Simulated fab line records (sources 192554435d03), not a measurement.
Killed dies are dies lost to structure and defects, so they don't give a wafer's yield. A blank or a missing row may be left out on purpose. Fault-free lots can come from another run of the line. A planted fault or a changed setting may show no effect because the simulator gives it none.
A lot that was struck, set against a sound lot / flow n5 finfet / 18 out of 1938 route steps
Sound: the wafers L579.2, L579.3, L579.4. Struck: wafer L583.2 (left out: L583.6, a lot-mate that was not struck); the cause follows at the end.
Each step with rows lists, per side, the tool, then ch with its chambers, then its first start. Under that, the readings that differ: sound wafers / struck wafers / difference of the means / sigmas: that difference in standard deviations of wafers without a fault.
alike: a reading whose means differ by less than 2 such deviations, as well as words and numbers matching on both sides. not compared: withheld readings; readings where some wafer has no value; bounds like >300 that might hide an equal value; numbers whose values overlap and for which the record gives no deviation.
A row with sigmas, a row that says differs or no value, or rows on one side alone: a step with any of these is where the two part. When numbers do not overlap yet have no deviation, they are printed without sigmas and do not part them. A reading that every wafer of one side lacks parts them only if that side has two wafers or more.

first, 1 step without rows for these wafers: N5_SD_EPI_N_DEVELOP_08 (develop time 30 s).
N5_SD_EPI_N_CD_MEAS_09 targets a cd of 120 nm.
  sound on cd sem-03 ch 0, day 5 10:04; struck on cd sem-03 ch 0, day 6 04:15
  alike: cd nm
N5_SD_EPI_N_OVL_MEAS_10:
  sound on overlay-01 ch 0, day 5 10:06; struck on overlay-02 ch 0, day 6 04:17
  alike: SD_N_BLK_OVL
N5_SD_EPI_N_INSPECT_11: inspects for defects (macro).
  sound on defect inspect-02, day 5 10:08; struck on defect inspect-02, day 6 04:19
  alike: raw defect count
then, 1 step without rows for these wafers: N5_SD_EPI_N_DESCUM_14 (chemistry O2, time 7.9 s).
N5_SD_EPI_N_ETCH_34: etches SiARC in CF4, target depth 45.5 nm, time 75.8 s.
  sound on rie diel-06 ch 0,1,2, day 5 10:56; struck on rie diel-05 ch 3, day 6 04:41
  alike: drypump motor current A, etch rf on time s, oes product au, rf vpp V, showerhead plenum p Torr, throttle valve pct
  not compared: rf hours counter h
then, 2 steps without rows for these wafers: N5_SD_EPI_N_ETCH_35 (etches SOC in N2/H2, overetch 108 nm, time 486 s); N5_SD_EPI_N_STRIP_36 (strips in N2/H2).
N5_SD_EPI_N_ETCHBACK_44: etches SiNx in CH3F/O2, stops on SiO2, target depth 14.5 nm.
  sound on rie diel-06 ch 0,1,2, day 5 11:19; struck on rie diel-05 ch 3, day 6 05:04
  alike: drypump motor current A, oes product au, rf vpp V, showerhead plenum p Torr, throttle valve pct
  not compared: rf hours counter h
N5_SD_EPI_N_ETCH_45: etches SiOCN in CH3F/O2, target depth 6 nm.
  sound on rie diel-06 ch 0,1,2, day 5 11:25; struck on rie diel-05 ch 3, day 6 05:10
  alike: drypump motor current A, oes product au, rf vpp V, showerhead plenum p Torr, throttle valve pct
  not compared: rf hours counter h
N5_SD_EPI_N_ETCH_16: etches SiO2 in CHF3/O2, target depth 5 nm.
  sound on rie diel-06 ch 0,1,2, day 5 11:31; struck on rie diel-05 ch 3, day 6 05:16
  alike: drypump motor current A, oes product au, rf vpp V, showerhead plenum p Torr, throttle valve pct
  not compared: rf hours counter h
then, 1 step without rows for these wafers: N5_SD_EPI_N_STRIP_47 (strips in CHF3/O2).
N5_SD_EPI_N_SD_RECESS_17: chemistry HBr/Cl2/O2, target depth 41 nm, time 23.7 s, bt time 3 s.
  sound on rie si-02 ch 0,2,3, day 5 11:35; struck on rie si-02 ch 2, day 6 05:20
reading=model.SD_EPI_N.feature depth nm (nm); sound=42 41.2 39.8; struck=36.8; difference=-4.2; sigmas=
reading=model.Si_of_WELL_APT_EPI_41.thk nm (nm); sound=7.6 9.2 10.4; struck=13; difference=+4; sigmas=
reading=model.etch.depth nm (nm); sound=42.05 41.13 39.85; struck=36.89; difference=-4.12; sigmas=
  alike: drypump motor current A, oes product au, throttle valve pct
  not compared: rf hours counter h
N5_SD_EPI_N_STRIP_38: strips in N2/H2.
  sound on plasma asher-02 ch 0,1, day 5 11:40; struck on plasma asher-01 ch 0, day 6 05:26
  alike: drypump motor current A, heater power w, oes product au
  not compared: rf hours counter h
then, 1 step without rows for these wafers: N5_SD_EPI_N_WET_ETCH_43 (etches SiO2 in dHF, time 14 s, target depth 1.5 nm).
N5_SD_EPI_N_STRIP_18: strips in SPM, time 750 s.
  sound on wet bench-04 ch 1,2,4, day 5 11:46; struck on wet bench-04 ch 7, day 6 05:34
reading=model.Si_of_WELL_APT_EPI_41.thk nm (nm); sound=7.2 8.8 10; struck=12.6; difference=+3.9; sigmas=
then, 1 step without rows for these wafers: N5_SD_EPI_N_SRD_20 (time 30 s).
-- here the record skips 10 days between the struck wafers' starts before and after, leaving off in module SD_EPI_N and picking up in module PASSIVATION (first step shown: number 1936 of the route) --
N5_PASSIVATION_PROBE_49:
  record: rows for the struck wafers here (prober-01, day 15 20:26), none for the sound ones

== WHERE THEY PART ==
At N5_PASSIVATION_PROBE_49 and nowhere else, as far as this record goes.

WHY: the cause the simulator had injected
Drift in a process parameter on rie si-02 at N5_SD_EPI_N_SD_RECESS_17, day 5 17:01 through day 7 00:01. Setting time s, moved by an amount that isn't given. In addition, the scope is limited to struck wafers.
